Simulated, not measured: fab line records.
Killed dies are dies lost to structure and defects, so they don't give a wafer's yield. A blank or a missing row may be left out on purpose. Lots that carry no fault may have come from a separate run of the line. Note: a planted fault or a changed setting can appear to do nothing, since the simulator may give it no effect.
fab line records	flow nand-harc
[record] lots = 13	wafers = 37	last-day = 33
route steps=1302 shown P_M2@344 A_ONON_D1@436 A_CHANNEL_HOLE_D1@468 END@1302
lots that met no fault: taken from a fault-free run of the same line
start-h: start of the lot's first displayed wafer, in hours after the record's first day	wait-h: time in hours since the lot's previous step	" same as the row above	L1.1+2: one row covering several wafers at once	- either no value or no given start	* or withheld: withheld	< > ~ a bound
route shown NAME@n: NAME is a module with steps in the file, n the number in the route of the first one	usual: the fault-free wafers' mean and standard deviation	same: alike in all rows	chamber/n: place in a boat	sites: the reading at each site	_std_site: how widely they spread, as a standard deviation	_edge_site: mean of outer sites minus mean of inner sites	radius-mm: how far each site lies from the wafer's centre	mask NAME#n: copy n	behind: the tool/chamber that last shaped the wafer	hold: what put the lot on hold/how long, in hours/how the hold closed	device: the transistor (n, p or np) that didn't switch	end of line: the route-end tests of the same wafers	for a step that has no rows: nothing shown but its recipe	killed: at the first sort, the dies lost to defects and structure; wafer yield is something else	map: shows each die of a wafer: x if killed, . if not, _ if none is there
set.NAME: the setting as run; set.NAME@STEP: as run at that earlier step	model.NAME: the simulator's own value behind a step, which no gauge read
a sample of lots followed through the steps of the route, with each step as a table and each wafer as a row
services: a tool's chamber out of use, with start hour (start-h, from the record's first day; less than 0 if before it), hours out, and reason
[[steps]]
[step NHARC_P_M2_CMP_23]
[recipe] t-overpolish-s = 20	target-thk-nm = 144.3
[usual] motor-current-A = 12.4/1.5	time-to-endpoint-s = 28.8/2.8
lot.wafer	tool	chamber	start-h	wait-h	motor-current-A	time-to-endpoint-s
L404.4	cmp-04	3	138.44	-	11.6	29.1
L404.1	"	0	"	"	12.4	29.9
L404.5	"	1	"	"	13.5	29.7
L407.3	cmp-04	0	171.72	-	11.7	31.6
L407.1	"	2	"	"	11.1	29.5
L407.6	"	0	"	"	12.1	27.0
L408.3	cmp-01	2	179.18	-	11.7	31.1
L408.5	"	3	"	"	12.4	31.4
L408.6	"	0	"	"	11.2	29.5
L410.2	cmp-01	2	207.14	-	11.2	28.7
L410.4	"	3	"	"	12.8	31.5
L410.5	"	2	"	"	11.2	30.8
L411.2	cmp-01	2	212.91	-	11.6	26.7
L411.6	"	1	"	"	11.3	24.2
L411.5	"	2	"	"	11.3	27.3
L414.2	cmp-02	0	241.57	-	15.2	33.0
L414.1	"	1	"	"	14.3	25.7
L414.3	"	2	"	"	16.0	26.8
L413.3	cmp-01	3	243.63	-	13.3	30.8
L413.4	"	0	"	"	12.5	28.4
L413.5	"	2	"	"	11.8	24.8
L417.4	cmp-01	2	275.10	-	11.2	25.3
L417.1	"	3	"	"	13.1	27.3
L418.4	cmp-01	2	279.95	-	11.2	31.3
L418.5	"	2	"	"	11.3	27.7
L420.2	cmp-01	3	297.49	-	12.5	32.8
L420.4	"	0	"	"	11.9	32.2
L420.5	"	0	"	"	11.8	34.3
L424.4	cmp-01	3	345.19	-	13.0	27.9
L424.2	"	0	"	"	11.9	28.2
L424.5	"	3	"	"	13.2	29.2
L425.4	cmp-02	2	350.82	-	15.7	28.0
L425.3	"	3	"	"	10.1	26.7
L425.1	"	0	"	"	15.0	33.8
L426.4	cmp-04	1	358.56	-	14.2	26.0
L426.2	"	3	"	"	11.2	25.2
L426.6	"	0	"	"	12.6	28.2
[step NHARC_A_ONON_D1_DEP_16]
[recipe] target-thk-a = 10000	n2-flow-sccm = 2750	n2o-flow-sccm = 2000	nh3-flow-sccm = 500	sih4-flow-sccm = 210	temp-c = 400
[usual] n2o-flow-sccm = 1999/5.7
lot.wafer	tool	chamber	start-h	wait-h	n2o-flow-sccm
L404.1	pecvd-onon-04	0	179.74	0.1	1998
L404.4	"	0	"	"	2004
L404.5	"	0	"	"	1992
L407.1	pecvd-onon-03	0	210.44	0.1	1995
L407.3	"	0	"	"	1999
L407.6	"	0	"	"	1998
L408.3	pecvd-onon-04	0	217.11	0.2	1994
L408.5	"	0	"	"	2000
L408.6	"	0	"	"	2005
L410.2	pecvd-onon-03	0	245.89	0.1	1989
L410.4	"	0	"	"	2000
L410.5	"	0	"	"	1994
L411.2	pecvd-onon-03	0	253.39	0.1	2001
L411.5	"	0	"	"	2001
L411.6	"	0	"	"	2001
L414.1	pecvd-onon-04	0	281.28	0.1	1996
L414.2	"	0	"	"	2002
L414.3	"	0	"	"	1995
L413.3	pecvd-onon-02	0	281.39	0.2	1999
L413.4	"	0	"	"	1999
L413.5	"	0	"	"	2001
L417.1	pecvd-onon-03	0	314.21	0.1	1992
L417.4	"	0	"	"	1990
L418.4	pecvd-onon-03	0	319.84	0.2	2002
L418.5	"	0	"	"	2006
L420.2	pecvd-onon-03	0	336.23	0.1	2000
L420.4	"	0	"	"	1993
L420.5	"	0	"	"	2000
L424.2	pecvd-onon-04	0	384.45	0.1	2003
L424.4	"	0	"	"	2004
L424.5	"	0	"	"	1998
L425.1	pecvd-onon-04	0	391.01	0.1	1992
L425.3	"	0	"	"	2000
L425.4	"	0	"	"	2001
L426.2	pecvd-onon-03	0	401.13	0.1	2005
L426.4	"	0	"	"	1994
L426.6	"	0	"	"	2005
[step NHARC_A_ONON_D1_THK_MEAS_18]
[recipe] thk-meas-gauge = ellipsometry
[usual] thk-nm = 996/14
lot.wafer	tool	chamber	start-h	wait-h	thk-nm
L404.1	film-metro-02	-	180.26	-	1013
L404.4	"	-	"	"	1011
L404.5	"	-	"	"	1011
L407.1	film-metro-01	-	210.95	-	985
L407.3	"	-	"	"	985
L407.6	"	-	"	"	986
L408.3	film-metro-02	-	217.50	-	987
L408.5	"	-	"	"	989
L408.6	"	-	"	"	987
L410.2	film-metro-01	-	246.34	-	981
L410.4	"	-	"	"	981
L410.5	"	-	"	"	980
L411.2	film-metro-02	-	253.84	-	1007
L411.5	"	-	"	"	1007
L411.6	"	-	"	"	1006
L414.1	film-metro-01	-	281.79	-	990
L414.2	"	-	"	"	992
L414.3	"	-	"	"	991
L413.3	film-metro-02	-	281.79	-	986
L413.4	"	-	"	"	984
L413.5	"	-	"	"	985
L417.1	film-metro-01	-	314.72	-	1540
L417.4	"	-	"	"	995
L418.4	film-metro-02	-	320.19	-	985
L418.5	"	-	"	"	1531
L420.2	film-metro-01	-	336.69	-	1006
L420.4	"	-	"	"	1007
L420.5	"	-	"	"	1550
L424.2	film-metro-01	-	384.91	-	987
L424.4	"	-	"	"	988
L424.5	"	-	"	"	987
L425.1	film-metro-01	-	391.52	-	999
L425.3	"	-	"	"	997
L425.4	"	-	"	"	999
L426.2	film-metro-01	-	401.58	-	972
L426.4	"	-	"	"	970
L426.6	"	-	"	"	972
[step NHARC_A_ONON_D1_INSPECT_32]
[usual] raw-defect-count = 69/21
lot.wafer	tool	chamber	start-h	wait-h	raw-defect-count
L404.1	defect-inspect-01	-	183.04	0.0	59
L404.4	"	-	"	"	72
L404.5	"	-	"	"	58
L407.1	defect-inspect-02	-	213.80	0.0	66
L407.3	"	-	"	"	70
L407.6	"	-	"	"	55
L408.3	defect-inspect-01	-	220.33	0.0	38
L408.5	"	-	"	"	57
L408.6	"	-	"	"	48
L410.2	defect-inspect-02	-	249.16	0.0	54
L410.4	"	-	"	"	61
L410.5	"	-	"	"	64
L411.2	defect-inspect-02	-	256.67	0.0	67
L411.5	"	-	"	"	62
L411.6	"	-	"	"	50
L414.1	defect-inspect-02	-	284.60	0.0	33
L414.2	"	-	"	"	60
L414.3	"	-	"	"	45
L413.3	defect-inspect-01	-	284.63	0.0	75
L413.4	"	-	"	"	118
L413.5	"	-	"	"	85
L417.1	defect-inspect-01	-	317.51	0.0	79
L417.4	"	-	"	"	44
L418.4	defect-inspect-01	-	323.00	0.0	86
L418.5	"	-	"	"	88
L420.2	defect-inspect-01	-	339.49	0.0	83
L420.4	"	-	"	"	71
L420.5	"	-	"	"	122
L424.2	defect-inspect-02	-	387.71	0.0	60
L424.4	"	-	"	"	36
L424.5	"	-	"	"	38
L425.1	defect-inspect-02	-	394.34	0.0	89
L425.3	"	-	"	"	121
L425.4	"	-	"	"	62
L426.2	defect-inspect-02	-	404.39	0.0	58
L426.4	"	-	"	"	58
L426.6	"	-	"	"	90
[step NHARC_A_CHANNEL_HOLE_D1_ETCH_34]
[recipe] target-depth-a = 1540	time-s = 77	cf4-flow-sccm = 100	chf3-flow-sccm = 30	ar-flow-sccm = 0	rf-w = 500	bias-w = 200	chemistry = CF4/CHF3
[usual] chamber-pressure-mTorr = 24.999/0.024	drypump-motor-current-A = 5.6/0.54	oes-product-au = 0.944/0.019	rf-fwd-power-W = 496.4/1.9	rf-vpp-V = 369.6/1.9	showerhead-plenum-p-Torr = 1.55/0.049	throttle-valve-pct = 16.803/0.0093
lot.wafer	tool	chamber	start-h	wait-h	chamber-pressure-mTorr	drypump-motor-current-A	oes-product-au	rf-fwd-power-W	rf-hours-counter-h	rf-vpp-V	showerhead-plenum-p-Torr	throttle-valve-pct
L404.4	rie-diel-11	3	-	-	25.045	6.4	0.913	498.3	8	369.5	1.54	16.814
L404.1	"	0	"	"	24.981	5.3	0.939	495.1	11	371.6	1.61	16.796
L404.5	"	2	"	"	24.969	4.8	0.929	497.6	-	371.2	1.59	16.811
L407.1	rie-diel-11	1	-	-	25.015	5.5	0.933	495.9	14	368.3	1.48	16.817
L407.3	"	3	"	"	24.973	6.4	0.916	496.6	11	369.2	1.54	16.808
L407.6	"	0	"	"	25.049	5.4	0.930	495.4	-	371.4	1.61	16.816
L408.3	rie-diel-11	1	-	-	24.971	5.5	0.925	494.5	15	366.6	1.48	16.824
L408.5	"	2	"	"	24.992	4.8	0.934	498.2	-	370.5	1.58	16.806
L408.6	"	3	"	"	24.977	6.4	0.922	495.8	-	369.5	1.54	16.797
L410.2	rie-diel-11	1	-	-	24.945	5.5	0.937	494.8	18	368.8	1.48	16.811
L410.4	"	2	"	"	24.967	4.8	0.942	498.2	14	370.2	1.58	16.814
L410.5	"	2	"	"	25.005	4.8	0.944	495.8	-	371.9	1.58	16.795
L411.2	rie-diel-01	3	-	-	25.031	5.3	0.948	497.3	15	367.1	1.52	16.793
L411.5	"	3	"	"	25.015	5.4	0.946	492.7	-	368.7	1.52	16.817
L411.6	"	0	"	"	24.956	6.0	0.936	497.0	-	371.7	1.57	16.803
L414.1	rie-diel-11	3	-	-	25.003	6.4	0.956	496.9	2	367.6	1.54	16.794
L414.2	"	0	"	"	25.009	5.4	0.965	495.1	2	372.0	1.61	16.817
L414.3	"	2	"	"	24.983	4.8	0.954	498.4	2	372.2	1.58	16.793
L413.3	rie-diel-01	3	-	-	25.035	5.3	0.975	493.0	26	368.6	1.52	16.803
L413.4	"	3	"	"	24.996	5.3	0.970	492.8	-	368.6	1.52	16.818
L413.5	"	0	"	"	24.975	6.0	0.959	498.9	-	370.8	1.57	16.816
L417.4	rie-diel-11	3	-	-	24.989	6.4	0.925	498.4	5	370.1	1.54	16.794
L418.4	rie-diel-01	0	-	-	24.985	6.0	0.945	496.3	34	369.2	1.57	16.809
L420.2	rie-diel-11	1	-	-	25.000	5.5	0.965	494.4	6	367.5	1.47	16.807
L420.4	"	2	"	"	25.062	4.8	0.955	496.8	7	371.1	1.58	16.815
L424.2	rie-diel-01	2	-	-	25.030	6.1	0.946	495.3	1	371.8	1.61	16.797
L424.4	"	3	"	"	25.039	5.3	0.974	493.0	1	368.5	1.51	16.806
L424.5	"	3	"	"	24.996	5.3	0.972	491.8	-	367.6	1.51	16.787
L425.3	rie-diel-11	0	-	-	25.036	5.4	0.949	497.6	10	372.5	1.61	16.794
L425.4	"	1	"	"	25.001	5.5	0.930	494.5	10	366.0	1.47	16.800
L425.1	"	3	"	"	25.001	6.4	0.924	499.2	12	368.7	1.53	16.812
L426.2	rie-diel-11	1	-	-	25.041	5.5	0.928	497.4	12	367.0	1.47	16.819
L426.4	"	0	"	"	25.003	5.4	0.947	497.1	11	371.2	1.61	16.829
L426.6	"	2	"	"	24.994	4.8	0.928	499.6	-	369.5	1.58	16.806
[step NHARC_END_SORT_01]
[recipe] temp-c = 25
[usual] killed-at-array = 63/17	killed-at-other = 0.8/1.1	killed-at-periphery = 3.5/3	killed-dies = 67/17	killed-open = 3.1/1.6	killed-short = 2.6/1.4
[same] gross-dies = 677
lot.wafer	tool	chamber	start-h	wait-h	killed-at-array	killed-at-other	killed-at-periphery	killed-dies	killed-open	killed-short
L418.4	prober-02	0	717.92	3.4	51	2	7	60	1	3
L418.5	prober-02	0	718.71	3.7	673	1	3	677	2	3
L420.2	prober-01	0	732.87	2.8	46	0	7	53	2	4
L420.4	prober-01	0	734.46	3.4	52	1	2	55	3	3
L420.5	prober-01	0	735.25	3.7	674	2	1	677	3	6
// killed by level:class
L418.4 A_CHANNEL_HOLE_D2:chamber-film-flake=21 A_CHANNEL_HOLE_D1:chamber-film-flake=11 A_SLIT:chamber-film-flake=5 A_CONTACT:chamber-film-flake=5 P_ZERO_WELL:chamber-film-flake=3 A_STAIRCASE:chamber-film-flake=2 THIN_TSV:chamber-film-flake=2 P_GATE:geometric-particle:open=1
L418.5 A_ONON_D1:area-dep=622 A_CONTACT:chamber-film-flake=15 A_CHANNEL_HOLE_D2:chamber-film-flake=14 A_CHANNEL_HOLE_D1:chamber-film-flake=11 A_STAIRCASE:chamber-film-flake=4 A_SLIT:chamber-film-flake=3 P_BONDPAD:chamber-film-flake=2 P_CONTACT:geometric-particle:open=1
L420.2 A_CHANNEL_HOLE_D1:chamber-film-flake=27 A_CONTACT:chamber-film-flake=7 A_STAIRCASE:chamber-film-flake=6 A_DECK1_JOINT:chamber-film-flake=3 P_M0:geometric-particle:short=2 P_GATE:geometric-particle:short=1 P_CONTACT:geometric-particle:open=1 A_ONON_D1:geometric-particle:short=1
L420.4 A_CHANNEL_HOLE_D1:chamber-film-flake=34 A_CONTACT:chamber-film-flake=6 A_STAIRCASE:chamber-film-flake=5 A_SLIT:chamber-film-flake=2 P_GATE:geometric-particle:short=1 P_M1:geometric-particle:open=1 A_ONON_D1:geometric-particle:open=1 A_ONON_D1:geometric-particle:short=1
L420.5 A_ONON_D1:area-dep=609 A_CHANNEL_HOLE_D1:chamber-film-flake=35 A_STAIRCASE:chamber-film-flake=9 A_CONTACT:chamber-film-flake=7 A_SLIT:chamber-film-flake=3 A_ONON_D1:geometric-particle:short=2 A_DECK1_JOINT:chamber-film-flake=2 THIN_TSV:chamber-film-flake=2
[[services]]
tool	chamber	start-h	hours	kind
cmp-04	-	118.55	1.8	repair
rie-diel-11	3	118.73	18.2	repair
pecvd-onon-04	-	130.28	13.0	pm
rie-diel-11	2	149.34	11.7	repair
cmp-01	-	172.54	1.2	repair
cmp-01	-	192.08	4.0	pm
rie-diel-01	-	203.84	9.0	pm
cmp-04	-	206.17	3.3	repair
pecvd-onon-04	-	211.70	2.9	repair
rie-diel-11	2	215.92	5.0	repair
pecvd-onon-03	-	218.94	5.7	repair
pecvd-onon-03	-	227.00	13.0	pm
rie-diel-11	-	255.50	9.0	pm
cmp-01	-	290.08	4.0	pm
rie-diel-01	2	290.69	1.6	repair
cmp-01	-	304.33	1.7	repair
cmp-04	-	307.45	4.0	pm
pecvd-onon-04	-	311.28	13.0	pm
rie-diel-11	0	329.61	7.2	repair
cmp-01	-	358.59	0.5	repair
cmp-01	-	370.84	3.9	repair
rie-diel-01	-	380.84	9.0	pm
rie-diel-11	-	386.13	0.5	repair
cmp-01	-	388.08	4.0	pm
[[key]]
[first-sign] step = NHARC_A_ONON_D1_THK_MEAS_18	reading = thk-nm	direction = up	sigmas = 40	usual = 996	struck = 1540
[effect] step = NHARC_END_SORT_01	reading = killed-at-array	direction = up	sigmas = 35	usual = 63	struck = 674
[more-kills-born-at] NHARC_A_ONON_D1_DEP_16@pecvd-onon-03 = 1231
met-at NHARC_A_ONON_D1_DEP_16
struck-lots L417,L418,L420
struck-wafers L417.1,L418.5,L420.5
later-rows-left-out L417.1,L418.5,L420.5
sort-left-out L417.1
tester-left-out L417,L418,L420
not-acting-at NHARC_P_M2_CMP_23,NHARC_A_ONON_D1_INSPECT_32,NHARC_A_CHANNEL_HOLE_D1_ETCH_34
onset-between 253.39 314.21
[fault] kind = process-parameter-drift	tool = pecvd-onon-03	chamber = -	onset-h = 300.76	steps = NHARC_A_ONON_D1_DEP_16	channel = target-thk-a	offset = *	shape = step	end-h = 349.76	scope = struck-wafers-only	acts-in = *	stated = *
// tester-left-out: of these lots the tester's yield and bins aren't shown, on N5 and GAA mostly nor the transistor test; their killed dies are dies lost to structure and defects alone, not to doping, threshold or leakage, so they don't give the yield
// sort-left-out: the simulated sort isn't trusted on such a fault, so these wafers' sort isn't shown, and their yield isn't known
// later-rows-left-out: the simulator's readings of these wafers behind a module that went badly wrong aren't trusted and aren't shown, but for the sort
